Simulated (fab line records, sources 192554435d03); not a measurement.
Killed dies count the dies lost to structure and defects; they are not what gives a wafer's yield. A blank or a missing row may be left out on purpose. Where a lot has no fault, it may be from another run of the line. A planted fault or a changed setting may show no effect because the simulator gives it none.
Struck lot and sound lot, side by side	flow n5 finfet	36 out of 1938 route steps
Sound: the wafers L205.2, L205.4, L205.6. The struck wafers were L190.2, L190.4, L190.5. Last of all comes the cause.
Each step with rows lists, per side, the tool, then ch with its chambers, then its first start. Under that, the readings that differ: sound wafers	struck wafers	difference of the means	sigmas: that difference in standard deviations of wafers without a fault.
alike: words and numbers the same on both sides, and readings whose means are apart by under 2 such deviations; not compared: readings that were withheld, readings missing a value for some wafer, numbers with overlapping values and no deviation given by the record, and bounds like >300 which may hide the same value.
A row with sigmas, a row that says differs or no value, or rows on one side alone: a step with any of these is where the two part. Numbers that have no deviation but don't overlap get no sigmas and don't part them. A reading that every wafer of one side lacks parts them only if that side has two wafers or more.

first, 9 steps without rows for these wafers: N5_BEOL_M14_PRE_CLEAN_42 (time 30 s); N5_BEOL_M14_SPUTTER_43 (material TaN, target thk 15 nm, time 24.19 s); N5_BEOL_M14_SPUTTER_44 (material Ta, target thk 15 nm, time 24.19 s); N5_BEOL_M14_SPUTTER_45 (material Cu, target thk 100 nm, time 16.67 s); N5_BEOL_M14_ECD_47 (material Cu, target thk 1248 nm); N5_BEOL_M14_ANNEAL_48 (time 90 s); N5_BEOL_M14_CMP_49 (polishes, stops on SiO2, t overpolish 5.2 s, target thk 560 nm); N5_BEOL_M14_PRE_CLEAN_52 (time 15 s); N5_BEOL_M14_DEP_53 (deposits SiCN from 3MS/NH3, target thk 50 nm, time 17.8 s).
N5_BEOL_M15_ILD_DEP_00: deposits SiO2 from TEOS/O2, target thk 1629.3 nm, time 346.1 s.
  sound on pecvd-04 ch 1,2, day 16 23:58; struck on pecvd-01 ch 1,2, day 13 02:58
reading	sound	struck	difference	sigmas
susceptor temp C (C)	400.15 400.04 399.76	405.51 405.05 405.59	+5.40	+23
model.SiO2_of_BEOL_M15_ILD_DEP_00.thk nm (nm)	1625 1658 1631	1554 1586 1578	-65	
  alike: heater power w, showerhead plenum p Torr, throttle valve pct
N5_BEOL_M15_THK_MEAS_01:
  struck on film metro-02, day 13 03:19; sound on film metro-02, day 17 00:13
reading	sound	struck	difference	sigmas
M15_ILD_THK (nm)	1627 1658 1631	1554 1585 1578	-66	-3
then, 10 steps without rows for these wafers: N5_BEOL_M15_COAT_58 (time 60 s, resist thk 89 nm); N5_BEOL_M15_COAT_04 (resist thk 800 nm); N5_BEOL_M15_EBR_06; N5_BEOL_M15_SOFTBAKE_05 (time 60 s); N5_BEOL_M15_EXPOSE_07 (exposes mask V14); N5_BEOL_M15_PEB_08 (peb time 90 s); N5_BEOL_M15_DEVELOP_09 (develop time 45 s); N5_BEOL_M15_HARDBAKE_14 (time 120 s); N5_BEOL_M15_DESCUM_15 (chemistry O2, time 7.9 s); N5_BEOL_M15_ETCH_59 (etches BARC in N2/H2, target depth 89 nm, overetch 26.7 nm, time 67.9 s).
N5_BEOL_M15_VIA_ETCH_16: etches SiO2 in C4F8/O2/Ar, target depth 1792.2 nm.
  sound on rie diel-02 ch 1,2, day 17 00:49; struck on rie diel-04 ch 2,3, day 13 04:04
reading	sound	struck	difference	sigmas
model.etch.depth nm (nm)	1625 1658 1631	1554 1586 1578	-65	
model.coat_of_BEOL_M15_COAT_04.thk nm (nm)	336.6 328.4 334.2	359.8 340 351.2	+17.3	
  alike: C4F8_flow_sccm, drypump motor current A, oes product au, rf vpp V, showerhead plenum p Torr, throttle valve pct
then, 13 steps without rows for these wafers: N5_BEOL_M15_STRIP_63 (strips in O2); N5_BEOL_M15_STRIP_64 (strips in O2); N5_BEOL_M15_STRIP_65 (strips in post etch residue remover, time 60 s); N5_BEOL_M15_SRD_66 (time 30 s, dry time 30 s); N5_BEOL_M15_COAT_56 (time 60 s, resist thk 550 nm); N5_BEOL_M15_ETCH_57 (etches SOC in N2/H2, time 750 s); N5_BEOL_M15_COAT_60 (time 60 s, resist thk 89 nm); N5_BEOL_M15_COAT_22 (resist thk 800 nm); N5_BEOL_M15_EBR_24; N5_BEOL_M15_SOFTBAKE_23 (time 60 s); N5_BEOL_M15_EXPOSE_25 (exposes mask M15, target cd 400 nm); N5_BEOL_M15_PEB_26 (peb time 90 s); N5_BEOL_M15_DEVELOP_27 (develop time 45 s).
N5_BEOL_M15_CMP_49: polishes, stops on SiO2, t overpolish 4.9 s, target thk 850 nm.
  sound on cmp-01 ch 0,1,2, day 17 04:41; struck on cmp-01 ch 0,1, day 13 13:21
reading	sound	struck	difference	sigmas
model.SiO2_of_BEOL_M15_ILD_DEP_00.thk nm (nm)	1548 1580 1553	1475 1507 1500	-66	
  alike: barrier field endpoint s, motor current A, overpolish run s

== WHERE THEY PART ==
At N5_BEOL_M15_ILD_DEP_00 first; at N5_BEOL_M15_THK_MEAS_01 last (within this record only). Later steps at which nothing parts them and some readings are alike: N5_BEOL_M15_VIA_ETCH_16, N5_BEOL_M15_CMP_49.

WHY: whatever the simulator had introduced
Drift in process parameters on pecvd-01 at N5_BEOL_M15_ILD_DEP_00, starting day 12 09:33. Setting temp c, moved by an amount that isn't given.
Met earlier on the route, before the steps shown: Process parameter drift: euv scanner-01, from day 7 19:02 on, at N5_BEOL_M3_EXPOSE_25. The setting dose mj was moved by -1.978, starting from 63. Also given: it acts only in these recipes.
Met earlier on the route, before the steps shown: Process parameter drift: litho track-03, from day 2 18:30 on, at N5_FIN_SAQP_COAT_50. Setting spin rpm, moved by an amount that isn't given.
